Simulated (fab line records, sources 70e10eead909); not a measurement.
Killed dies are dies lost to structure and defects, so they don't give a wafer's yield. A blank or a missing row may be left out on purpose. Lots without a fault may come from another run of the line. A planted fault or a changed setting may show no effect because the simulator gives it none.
fab line records | flow nand_harc
record lots=6 wafers=18 last_day=32
route steps=1302 shown A_ONON_D1@449 A_CHANNEL_HOLE_D1@450
lots that met no fault: from a run of the same line without faults
start_h: hours from the record's first day to the start of the lot's first wafer shown | wait_h: hours since the lot's step before | " the same as in the row above | L1.1+2: a row that stands for several wafers | - no value, or no start given | * or withheld: withheld | < > ~ a bound
route shown NAME@n: a module of which the file shows steps, and the number in the route of the first | usual: mean/standard deviation of fault-free wafers | same: alike in all rows | chamber/n: place in a boat | sites: the reading at each site | _std_site: their standard deviation | _edge_site: outer sites' mean less inner sites' | radius_mm: how far each site lies from the wafer's centre | mask NAME#n: copy n | behind: the tool/chamber that last shaped the wafer | hold: why the lot was held/for how many hours/how that ended | device: the transistor (n, p or np) that didn't switch | end of line: the same wafers' tests at the end of the route | a step without rows: its recipe alone | killed: dies lost to structure and defects at the first sort, not the wafer's yield | map: a wafer's dies, x killed, . not, _ none there
set.NAME: the setting as run; set.NAME@STEP: as run at that earlier step | model.NAME: the simulator's own value behind a step, which no gauge read
lots at some steps of the route; a table a step, a row a wafer
services: from which hour (start_h, from the record's first day; less than 0 if before it) a tool's chamber was out of use, for how many hours, and why
## steps
# step NHARC_A_ONON_D1_INSPECT_32
# usual raw_defect_count=70/30
# columns lot.wafer tool chamber start_h wait_h raw_defect_count
L648.2 defect_inspect-01 - 215.43 0.0 135
L648.3 " - " " 53
L648.6 " - " " 74
L653.1 defect_inspect-01 - 267.11 0.0 61
L653.4 " - " " 60
L653.6 " - " " 35
L655.2 defect_inspect-02 - 283.54 0.0 112
L655.5 " - " " 77
L655.6 " - " " 79
L656.2 defect_inspect-02 - 292.94 0.1 110
L656.5 " - " " 70
L656.6 " - " " 86
L664.3 defect_inspect-02 - 369.35 0.0 94
L664.4 " - " " 169
L664.5 " - " " 130
L666.2 defect_inspect-01 - 391.66 0.0 41
L666.4 " - " " 73
L666.5 " - " " 65
# step NHARC_A_CHANNEL_HOLE_D1_DEP_00
# recipe target_thk_a=31000 temp_c=400 material=aC
# step NHARC_A_CHANNEL_HOLE_D1_DEP_01
# recipe target_thk_a=1400 target_thk_nm=140 temp_c=400 pressure_torr=3.5 flow_sccm=200 rf_w=350 material=SiON
# step NHARC_A_CHANNEL_HOLE_D1_DEHYDRATE_02
# recipe temp_c=150 time_s=120
# step NHARC_A_CHANNEL_HOLE_D1_HMDS_03
# recipe time_s=30
# step NHARC_A_CHANNEL_HOLE_D1_COAT_36
# recipe temp_c=260 time_s=75
# step NHARC_A_CHANNEL_HOLE_D1_COAT_37
# recipe temp_c=225 time_s=65
# step NHARC_A_CHANNEL_HOLE_D1_COAT_04
# recipe spin_rpm=1500 resist_thk_nm=90
# step NHARC_A_CHANNEL_HOLE_D1_SOFTBAKE_05
# recipe temp_c=105 time_s=55
# step NHARC_A_CHANNEL_HOLE_D1_EBR_06
# step NHARC_A_CHANNEL_HOLE_D1_EXPOSE_07
# recipe na=1.35 target_cd_nm=100 sigma_outer=0.3 dose_mj=59.65 mask_id=HOLE_D1
# step NHARC_A_CHANNEL_HOLE_D1_PEB_08
# recipe peb_temp_c=100 peb_time_s=65
# usual heater_power_total_W=156.6/0.42
# columns lot.wafer tool chamber start_h wait_h heater_power_total_W
L648.2 litho_track-01 0 219.05 0.1 156.4
L648.3 " 0 " " 157.2
L648.6 " 0 " " 156.9
L653.1 litho_track-06 0 271.17 0.1 156.7
L653.4 " 0 " " 156.1
L653.6 " 0 " " 156.7
L655.2 litho_track-01 0 289.00 0.1 156.8
L655.5 " 0 " " 156.4
L655.6 " 0 " " 157.1
L656.2 litho_track-01 0 295.43 0.1 157.1
L656.5 " 0 " " 157.1
L656.6 " 0 " " 156.0
L664.3 litho_track-06 0 371.85 0.0 156.0
L664.4 " 0 " " 157.0
L664.5 " 0 " " 156.1
L666.2 litho_track-06 0 394.20 0.1 156.2
L666.4 " 0 " " 156.8
L666.5 " 0 " " 155.9
# step NHARC_A_CHANNEL_HOLE_D1_DEVELOP_09
# recipe develop_time_s=35 dev_temp_c=23
# step NHARC_A_CHANNEL_HOLE_D1_CD_MEAS_10
# recipe target_cd_nm=100 landing_energy_ev=500
# usual cd_nm=100.2/0.63
# columns lot.wafer tool chamber start_h wait_h cd_nm
L648.2 cd_sem-02 0 219.13 - 100.0
L648.3 " 0 " " 99.7
L648.6 " 0 " " 100.2
L653.1 cd_sem-03 0 271.25 - 99.8
L653.4 " 0 " " 100.4
L653.6 " 0 " " 99.4
L655.2 cd_sem-01 0 289.08 - 102.6
L655.5 " 0 " " 103.0
L655.6 " 0 " " 102.3
L656.2 cd_sem-03 0 295.51 - 102.3
L656.5 " 0 " " 101.9
L656.6 " 0 " " 102.6
L664.3 cd_sem-03 0 371.94 - 99.4
L664.4 " 0 " " 101.4
L664.5 " 0 " " 100.6
L666.2 cd_sem-02 0 394.28 - 99.5
L666.4 " 0 " " 99.8
L666.5 " 0 " " 98.9
# step NHARC_A_CHANNEL_HOLE_D1_OVL_MEAS_11
# usual overlay_x_nm=0.3/0.87 overlay_y_nm=-0.1/0.75
# columns lot.wafer tool chamber start_h wait_h overlay_x_nm overlay_y_nm
L648.2 overlay-02 - 219.22 - 1.4 0.1
L648.3 " - " " 0.9 0.9
L648.6 " - " " 0.5 0.0
L653.1 overlay-02 - 271.34 - 0.3 0.4
L653.4 " - " " 0.1 0.5
L653.6 " - " " -0.3 0.1
L655.2 overlay-01 - 289.17 - -1.2 0.3
L655.5 " - " " -0.8 0.1
L655.6 " - " " -1.2 0.6
L656.2 overlay-01 - 295.60 - 1.1 -0.2
L656.5 " - " " 1.1 -0.4
L656.6 " - " " 0.5 -0.4
L664.3 overlay-02 - 372.02 - -0.2 -0.3
L664.4 " - " " 0.5 0.4
L664.5 " - " " 0.3 0.2
L666.2 overlay-01 - 394.36 - 0.8 -1.1
L666.4 " - " " 0.6 -1.2
L666.5 " - " " 1.0 -1.6
# step NHARC_A_CHANNEL_HOLE_D1_INSPECT_12
# usual raw_defect_count=5.3/2.9
# columns lot.wafer tool chamber start_h wait_h raw_defect_count
L648.2 defect_inspect-02 - 219.25 0.0 5
L648.3 " - " " 2
L648.6 " - " " 6
L653.1 defect_inspect-02 - 271.38 0.0 5
L653.4 " - " " 7
L653.6 " - " " 2
L655.2 defect_inspect-02 - 289.21 0.0 10
L655.5 " - " " 6
L655.6 " - " " 7
L656.2 defect_inspect-02 - 295.63 0.0 8
L656.5 " - " " 6
L656.6 " - " " 10
L664.3 defect_inspect-02 - 372.06 0.0 6
L664.4 " - " " 14
L664.5 " - " " 7
L666.2 defect_inspect-02 - 394.40 0.0 1
L666.4 " - " " 6
L666.5 " - " " 1
# step NHARC_A_CHANNEL_HOLE_D1_DESCUM_15
# recipe time_s=3 o2_flow_sccm=200 ar_flow_sccm=0 bias_power_w=0 chemistry=O2
# usual drypump_motor_current_A=5.9/0.4 oes_product_au=1.000/0.0081 rf_vpp_V=57.7/0.82 showerhead_plenum_p_Torr=1.91/0.054 throttle_valve_pct=11.312/0.0094
# columns lot.wafer tool chamber start_h wait_h drypump_motor_current_A oes_product_au rf_hours_counter_h rf_vpp_V showerhead_plenum_p_Torr throttle_valve_pct model.A_CHANNEL_HOLE_D1.cd_nm
L648.3 rie_diel-01 1 219.31 0.1 5.7 1.007 1 57.1 1.88 11.314 99.56
L648.2 " 3 " " 5.8 1.001 0 58.0 1.87 11.288 100.5
L648.6 " 2 " " 6.3 1.005 - 58.3 1.97 11.314 99.31
L653.1 rie_diel-08 0 271.44 0.1 5.3 0.985 29 57.5 1.92 11.319 99.26
L653.4 " 2 " " 5.1 1.010 26 57.7 1.96 11.306 101
L653.6 " 0 " " 5.3 0.990 - 58.2 1.92 11.326 99.33
L655.2 rie_diel-01 3 289.28 0.1 5.8 0.993 7 56.3 1.86 11.313 102.5
L655.6 " 1 " " 5.7 0.995 - 56.4 1.88 11.302 102.3
L655.5 " 2 " " 6.2 1.001 - 57.5 1.97 11.294 102.5
L656.2 rie_diel-01 0 295.74 0.1 6.3 0.994 8 57.4 1.90 11.300 102
L656.6 " 2 " " 6.3 0.993 - 56.9 1.97 11.319 102.6
L656.5 " 3 " " 5.8 0.984 - 58.4 1.86 11.326 102
L664.3 rie_diel-01 1 372.13 0.1 5.7 0.988 13 57.3 1.88 11.302 99.1
L664.4 " 3 " " 5.8 0.993 14 58.6 1.86 11.311 101.6
L664.5 " 1 " " 5.7 1.008 - 56.3 1.88 11.326 100.1
L666.4 rie_diel-01 3 394.48 0.1 5.8 0.986 0 55.4 1.86 11.324 100.8
L666.2 " 0 " " 6.3 0.997 0 56.9 1.89 11.310 99.39
L666.5 " 2 " " 6.2 0.997 - 57.6 1.97 11.306 99.51
# step NHARC_A_CHANNEL_HOLE_D1_ETCH_38
# recipe target_depth_a=390 over_etch_frac=0.3 time_s=65 ion_energy_ev=80 cf4_flow_sccm=150 ar_flow_sccm=0 rf_w=300 bias_w=100 chemistry=CF4
# usual drypump_motor_current_A=5.9/0.41 oes_product_au=0.999/0.0073 rf_vpp_V=151.3/0.97 showerhead_plenum_p_Torr=1.76/0.048 throttle_valve_pct=13.285/0.0097
# columns lot.wafer tool chamber start_h wait_h drypump_motor_current_A oes_product_au rf_hours_counter_h rf_vpp_V showerhead_plenum_p_Torr throttle_valve_pct
L648.2 rie_diel-01 1 219.40 0.1 5.7 1.008 1 151.5 1.74 13.290
L648.3 " 0 " " 6.3 0.999 0 150.7 1.76 13.284
L648.6 " 1 " " 5.7 1.004 - 149.5 1.74 13.283
L653.4 rie_diel-08 1 271.52 0.1 5.7 0.989 16 149.6 1.65 13.288
L653.1 " 3 " " 5.9 1.011 30 151.4 1.78 13.278
L653.6 " 1 " " 5.6 0.991 - 150.2 1.65 13.299
L655.2 rie_diel-01 3 289.37 0.1 5.8 0.996 7 150.3 1.73 13.289
L655.5 " 0 " " 6.3 1.001 - 152.4 1.75 13.277
L655.6 " 1 " " 5.7 0.995 - 151.4 1.74 13.301
L656.2 rie_diel-01 3 295.82 0.1 5.8 1.001 7 151.4 1.73 13.290
L656.6 " 1 " " 5.7 0.996 - 150.9 1.74 13.299
L656.5 " 2 " " 6.3 1.000 - 151.6 1.82 13.272
L664.3 rie_diel-01 3 372.21 0.1 5.8 0.989 14 150.2 1.72 13.286
L664.4 " 1 " " 5.7 0.987 13 151.9 1.74 13.296
L664.5 " 2 " " 6.2 1.003 - 150.4 1.82 13.296
L666.4 rie_diel-01 2 394.55 0.1 6.3 1.006 0 151.3 1.82 13.283
L666.2 " 1 " " 5.7 1.006 0 151.6 1.74 13.279
L666.5 " 2 " " 6.3 1.008 - 151.6 1.82 13.285
# step NHARC_A_CHANNEL_HOLE_D1_ETCH_39
# recipe target_depth_a=2600 over_etch_frac=0.3 time_s=325 ion_energy_ev=200 n2_flow_sccm=150 h2_flow_sccm=150 ar_flow_sccm=0 rf_w=400 bias_w=150 chemistry=N2/H2
# step NHARC_A_CHANNEL_HOLE_D1_ETCH_34
# recipe target_depth_a=1540 time_s=77 cf4_flow_sccm=100 chf3_flow_sccm=30 ar_flow_sccm=0 rf_w=500 bias_w=200 chemistry=CF4/CHF3
# step NHARC_A_CHANNEL_HOLE_D1_ETCH_16
# recipe target_depth_a=31000 over_etch_frac=0.3 time_s=806 ion_energy_ev=150 o2_flow_sccm=400 cos_flow_sccm=20 ar_flow_sccm=0 rf_w=500 bias_w=300 chemistry=O2/COS
# step NHARC_A_CHANNEL_HOLE_D1_CD_MEAS_18
# usual cd_nm=99.3/2.4
# columns lot.wafer tool chamber start_h wait_h cd_nm
L648.2 cd_sem-03 - 220.42 - 98.2
L648.3 " - " " 101.7
L648.6 " - " " 101.7
L653.1 cd_sem-01 - 272.54 - 99.2
L653.4 " - " " 98.0
L653.6 " - " " 99.0
L655.2 cd_sem-02 - 290.37 - 98.8
L655.5 " - " " 99.8
L655.6 " - " " 105.4
L656.2 cd_sem-02 - 296.83 - 100.7
L656.5 " - " " 97.5
L656.6 " - " " 101.0
L664.3 cd_sem-03 - 373.69 - 96.3
L664.4 " - " " 100.6
L664.5 " - " " 98.0
L666.2 cd_sem-03 - 395.57 - 98.2
L666.4 " - " " 100.0
L666.5 " - " " 98.5
# step NHARC_A_CHANNEL_HOLE_D1_ETCH_19
# recipe bias_v=1200 source_w=2500 pressure_mtorr=15 time_s=34.5 ar_flow_sccm=375 c4f8_flow_sccm=28.8 o2_flow_sccm=96.2 temp_c=-20 target_depth_a=* chemistry=C4F8/O2/Ar
# step NHARC_A_CHANNEL_HOLE_D1_ETCH_20
# recipe bias_v=3000 source_w=withheld pressure_mtorr=20 time_s=361.9 ar_flow_sccm=375 c4f8_flow_sccm=89.3 o2_flow_sccm=35.7 temp_c=-20 target_depth_a=16000 chemistry=C4F8/O2/Ar
# step NHARC_A_CHANNEL_HOLE_D1_ETCH_21
# recipe bias_v=3000 source_w=withheld pressure_mtorr=20 time_s=514.3 ar_flow_sccm=375 c4f8_flow_sccm=89.3 o2_flow_sccm=35.7 temp_c=-20 target_depth_a=16000 chemistry=C4F8/O2/Ar
# usual drypump_motor_current_A=6.09/0.27 showerhead_plenum_p_Torr=3.67/0.081 throttle_valve_pct=32.155/0.0081
# columns lot.wafer tool chamber start_h wait_h drypump_motor_current_A rf_hours_counter_h showerhead_plenum_p_Torr throttle_valve_pct
L648.2 har_etch-02 0 220.92 0.3 5.72 318 3.69 32.157
L648.3 " 0 " " 5.68 - 3.69 32.149
L648.6 " 1 " " 5.96 - 3.56 32.160
L653.1 har_etch-01 1 273.11 0.3 6.12 134 3.71 32.152
L653.4 " 1 " " 6.12 - 3.71 32.159
L653.6 " 0 " " 6.41 - 3.68 32.151
L655.2 har_etch-02 0 295.35 0.3 5.71 359 3.67 32.161
L655.5 " 0 " " 5.66 - 3.67 32.164
L655.6 " 1 " " 5.95 - 3.54 32.141
L656.2 har_etch-02 0 299.58 0.3 5.70 363 3.66 32.146
L656.6 " 1 " " 5.99 - 3.54 32.162
L656.5 " 0 " " 5.70 - 3.66 32.162
L664.4 har_etch-02 1 376.18 0.3 5.96 - 3.52 32.138
L664.3 " 0 " " 5.69 - 3.64 32.158
L664.5 " 0 " " 5.71 - 3.64 32.155
L666.2 har_etch-02 1 397.29 0.3 5.97 0 3.93 32.155
L666.4 " 0 " " 5.67 - 3.64 32.168
L666.5 " 1 " " 5.97 - 3.93 32.170
# step NHARC_A_CHANNEL_HOLE_D1_ETCH_22
# recipe bias_v=3000 source_w=withheld pressure_mtorr=20 time_s=666.7 ar_flow_sccm=375 c4f8_flow_sccm=89.3 o2_flow_sccm=35.7 temp_c=-20 target_depth_a=16000 chemistry=C4F8/O2/Ar
# usual drypump_motor_current_A=6.08/0.27 showerhead_plenum_p_Torr=3.67/0.081 throttle_valve_pct=32.154/0.0088
# columns lot.wafer tool chamber start_h wait_h drypump_motor_current_A rf_hours_counter_h showerhead_plenum_p_Torr throttle_valve_pct
L648.2 har_etch-02 0 221.37 0.4 5.71 319 3.69 32.142
L648.3 " 0 " " 5.70 - 3.69 32.149
L648.6 " 1 " " 5.99 - 3.56 32.136
L653.1 har_etch-01 1 273.57 0.4 6.18 135 3.71 32.142
L653.4 " 1 " " 6.17 - 3.71 32.161
L653.6 " 0 " " 6.44 - 3.68 32.162
L655.2 har_etch-02 0 295.80 0.4 5.66 360 3.67 32.143
L655.5 " 0 " " 5.66 - 3.67 32.137
L655.6 " 1 " " 6.00 - 3.54 32.151
L656.2 har_etch-02 0 300.04 0.4 5.67 364 3.66 32.148
L656.6 " 1 " " 5.97 - 3.54 32.180
L656.5 " 0 " " 5.62 - 3.66 32.146
L664.4 har_etch-02 1 376.67 0.4 5.97 - 3.52 32.165
L664.3 " 0 " " 5.72 - 3.64 32.158
L664.5 " 0 " " 5.73 - 3.64 32.158
L666.2 har_etch-02 1 397.75 0.4 6.00 1 3.93 32.158
L666.4 " 0 " " 5.69 - 3.64 32.162
L666.5 " 1 " " 5.98 - 3.93 32.164
# step NHARC_A_CHANNEL_HOLE_D1_ETCH_23
# recipe bias_v=5000 source_w=withheld pressure_mtorr=20 time_s=819 ar_flow_sccm=375 c4f8_flow_sccm=89.3 o2_flow_sccm=35.7 temp_c=-20 target_depth_a=16000 chemistry=C4F8/O2/Ar
# step NHARC_A_CHANNEL_HOLE_D1_ETCH_24
# recipe bias_v=5000 source_w=withheld pressure_mtorr=20 time_s=906.2 ar_flow_sccm=375 c4f8_flow_sccm=93.8 o2_flow_sccm=31.2 temp_c=-20 target_depth_a=15000 chemistry=C4F8/O2/Ar
# usual drypump_motor_current_A=6.08/0.27 showerhead_plenum_p_Torr=3.66/0.081 throttle_valve_pct=32.235/0.009
# columns lot.wafer tool chamber start_h wait_h drypump_motor_current_A rf_hours_counter_h showerhead_plenum_p_Torr throttle_valve_pct
L648.2 har_etch-02 0 222.62 0.6 5.70 320 3.68 32.243
L648.3 " 0 " " 5.74 - 3.68 32.239
L648.6 " 1 " " 5.98 - 3.56 32.248
L653.1 har_etch-01 1 274.86 0.6 6.18 136 3.70 32.240
L653.4 " 1 " " 6.14 - 3.70 32.235
L653.6 " 0 " " 6.44 - 3.68 32.242
L655.2 har_etch-02 0 297.07 0.6 5.72 361 3.66 32.241
L655.5 " 0 " " 5.70 - 3.66 32.235
L655.6 " 1 " " 5.97 - 3.54 32.217
L656.2 har_etch-02 0 301.34 0.6 5.71 365 3.66 32.251
L656.6 " 1 " " 5.96 - 3.53 32.213
L656.5 " 0 " " 5.64 - 3.66 32.235
L664.4 har_etch-02 1 378.01 0.6 5.93 - 3.51 32.236
L664.3 " 0 " " 5.68 - 3.63 32.235
L664.5 " 0 " " 5.68 - 3.63 32.216
L666.2 har_etch-02 1 399.04 0.6 5.96 2 3.93 32.226
L666.4 " 0 " " 5.72 - 3.63 32.220
L666.5 " 1 " " 5.96 - 3.93 32.247
# step NHARC_A_CHANNEL_HOLE_D1_ETCH_25
# recipe bias_v=5000 source_w=withheld pressure_mtorr=20 time_s=1040.2 ar_flow_sccm=375 c4f8_flow_sccm=93.8 o2_flow_sccm=31.2 temp_c=-20 target_depth_a=15000 chemistry=C4F8/O2/Ar
# step NHARC_A_CHANNEL_HOLE_D1_ETCH_26
# recipe bias_v=300 source_w=2000 pressure_mtorr=30 time_s=224.1 ar_flow_sccm=375 c4f8_flow_sccm=11.4 o2_flow_sccm=113.6 temp_c=-20 target_depth_a=3000 chemistry=C4F8/O2/Ar
# step NHARC_A_CHANNEL_HOLE_D1_ETCH_33
# recipe bias_v=400 source_w=2000 pressure_mtorr=25 time_s=90 ar_flow_sccm=375 c4f8_flow_sccm=41.7 o2_flow_sccm=83.3 temp_c=-20 target_depth_a=4000 chemistry=C4F8/O2/Ar
# usual bias_v=400/3.9 drypump_motor_current_A=6.08/0.27 showerhead_plenum_p_Torr=3.70/0.083 throttle_valve_pct=27.620/0.0092
# columns lot.wafer tool chamber start_h wait_h bias_v drypump_motor_current_A rf_hours_counter_h showerhead_plenum_p_Torr throttle_valve_pct
L648.2 har_etch-02 0 224.48 0.2 402 5.68 321 3.73 27.612
L648.3 " 0 " " 403 5.69 - 3.73 27.627
L648.6 " 1 " " 392 6.01 - 3.60 27.625
L653.1 har_etch-01 1 276.61 0.2 406 6.12 138 3.75 27.605
L653.4 " 1 " " 410 6.14 - 3.75 27.615
L653.6 " 0 " " 407 6.45 - 3.72 27.616
L655.2 har_etch-02 0 298.91 0.2 402 5.66 363 3.70 27.609
L655.5 " 0 " " 394 5.67 - 3.70 27.623
L655.6 " 1 " " 394 5.96 - 3.58 27.610
L656.2 har_etch-02 0 303.11 0.2 396 5.66 367 3.70 27.624
L656.6 " 1 " " 394 5.99 - 3.57 27.614
L656.5 " 0 " " 398 5.68 - 3.70 27.602
L664.4 har_etch-02 1 379.66 0.2 393 5.98 - 3.55 27.632
L664.3 " 0 " " 398 5.69 - 3.68 27.623
L664.5 " 0 " " 398 5.69 - 3.67 27.611
L666.2 har_etch-02 1 400.80 0.2 400 5.94 4 3.98 27.620
L666.4 " 0 " " 399 5.68 - 3.67 27.618
L666.5 " 1 " " 400 5.98 - 3.98 27.623
# step NHARC_A_CHANNEL_HOLE_D1_STRIP_41
# recipe n2_flow_sccm=150 h2_flow_sccm=150 ar_flow_sccm=0 bias_w=0 chemistry=N2/H2
# step NHARC_A_CHANNEL_HOLE_D1_STRIP_42
# recipe cf4_flow_sccm=100 chf3_flow_sccm=30 ar_flow_sccm=0 bias_w=0 chemistry=CF4/CHF3
# step NHARC_A_CHANNEL_HOLE_D1_STRIP_43
# recipe o2_flow_sccm=400 cos_flow_sccm=20 ar_flow_sccm=0 bias_w=0 chemistry=O2/COS
# step NHARC_A_CHANNEL_HOLE_D1_ETCH_44
# recipe target_depth_a=1400 overetch_a=140 time_s=77 ion_energy_ev=100 cf4_flow_sccm=80 o2_flow_sccm=20 ar_flow_sccm=0 rf_w=300 bias_w=100 chemistry=CF4/O2
# usual drypump_motor_current_A=5.9/0.37 oes_product_au=1.000/0.0082 rf_vpp_V=197.8/1.1 showerhead_plenum_p_Torr=1.33/0.036 throttle_valve_pct=13.398/0.0099
# columns lot.wafer tool chamber start_h wait_h drypump_motor_current_A oes_product_au rf_hours_counter_h rf_vpp_V showerhead_plenum_p_Torr throttle_valve_pct model.A_CHANNEL_HOLE_D1.cd_nm
L648.2 rie_diel-01 2 225.22 0.1 6.3 1.011 1 198.9 1.38 13.393 89.94
L648.3 " 3 " " 5.8 0.996 1 196.9 1.30 13.407 90
L648.6 " 2 " " 6.3 1.011 - 198.2 1.38 13.391 88.6
L653.1 rie_diel-08 3 277.42 0.1 5.9 1.007 32 198.5 1.35 13.396 89.87
L653.4 " 3 " " 5.9 1.008 - 197.9 1.35 13.404 92.78
L653.6 " 1 " " 5.7 0.985 - 196.5 1.24 13.407 88.77
L655.2 rie_diel-01 0 299.67 0.1 6.3 1.005 8 197.5 1.32 13.398 93.37
L655.6 " 2 " " 6.2 1.006 - 197.7 1.37 13.401 92.98
L655.5 " 3 " " 5.8 0.993 - 198.6 1.30 13.393 93.52
L656.2 rie_diel-01 2 303.84 0.1 6.3 0.996 8 198.8 1.37 13.395 91.76
L656.5 " 0 " " 6.3 0.994 - 197.2 1.32 13.394 92.74
L656.6 " 1 " " 5.7 0.994 - 197.6 1.31 13.391 92.19
L664.4 rie_diel-01 1 380.35 0.1 5.6 0.997 14 198.0 1.31 13.395 91.06
L664.3 " 2 " " 6.3 1.015 16 199.3 1.37 13.413 88.93
L664.5 " 1 " " 5.7 0.987 - 196.2 1.31 13.388 90.1
L666.4 rie_diel-01 2 401.65 0.1 6.3 0.998 1 200.0 1.37 13.400 88.36
L666.2 " 0 " " 6.3 1.000 2 196.8 1.32 13.385 90.92
L666.5 " 2 " " 6.3 0.996 - 197.9 1.37 13.400 88.03
# step NHARC_A_CHANNEL_HOLE_D1_STRIP_27
# recipe o2_flow_sccm=500 ar_flow_sccm=0 bias_w=0 chemistry=O2
## services
# columns tool chamber start_h hours kind
rie_diel-01 - 203.80 9.0 pm
rie_diel-01 0 203.80 9.0 vent_cycle
rie_diel-01 1 203.80 9.0 vent_cycle
rie_diel-01 2 203.80 9.0 vent_cycle
rie_diel-01 3 203.80 9.0 vent_cycle
rie_diel-01 0 212.80 - clean
rie_diel-08 1 217.85 18.7 repair
rie_diel-08 0 275.45 3.4 repair
rie_diel-08 2 276.88 22.1 repair
rie_diel-01 3 282.50 2.4 repair
rie_diel-01 1 318.02 9.3 repair
litho_track-01 - 330.00 7.0 pm
litho_track-06 - 354.00 7.0 pm
rie_diel-08 - 370.35 9.0 pm
har_etch-02 - 379.78 17.0 pm
har_etch-02 0 379.78 17.0 vent_cycle
har_etch-02 1 379.78 17.0 vent_cycle
rie_diel-01 - 380.80 9.0 pm
har_etch-02 0 396.78 - clean
har_etch-02 0 396.78 - consumable_replace:focus_ring
har_etch-02 1 396.78 - clean
har_etch-02 1 396.78 - consumable_replace:esc
har_etch-02 1 396.78 - consumable_replace:focus_ring
har_etch-02 1 396.78 - consumable_replace:showerhead
## key
first_sign step=NHARC_A_CHANNEL_HOLE_D1_CD_MEAS_10 reading=cd_nm direction=up sigmas=3.7 usual=100.2 struck=102.5 through=control_loop
effect none on later readings
model_effect step=NHARC_A_CHANNEL_HOLE_D1_DESCUM_15 value=A_CHANNEL_HOLE_D1.cd_nm without=99.65 struck=102.3
model_effect step=NHARC_A_CHANNEL_HOLE_D1_ETCH_44 value=A_CHANNEL_HOLE_D1.cd_nm without=90.1 struck=92.76
met_at NHARC_A_CHANNEL_HOLE_D1_PEB_08
struck_wafers L655.2,L655.5,L655.6,L656.2,L656.5,L656.6
tester_left_out L655,L656
loop_trim step=NHARC_A_CHANNEL_HOLE_D1_EXPOSE_07 setting=dose lots=L656
onset_between 219.05 289.00
fault kind=process_parameter_drift tool=litho_track-01 chamber=- onset_h=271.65 steps=NHARC_A_CHANNEL_HOLE_D1_PEB_08 channel=peb_time_s offset=* shape=step end_h=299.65 acts_in=* stated=*
# tester_left_out: of these lots the tester's yield and bins aren't shown, on N5 and GAA mostly nor the transistor test; their killed dies are dies lost to structure and defects alone, not to doping, threshold or leakage, so they don't give the yield
# loop_trim: a control loop set the setting to another value than it would have without faults
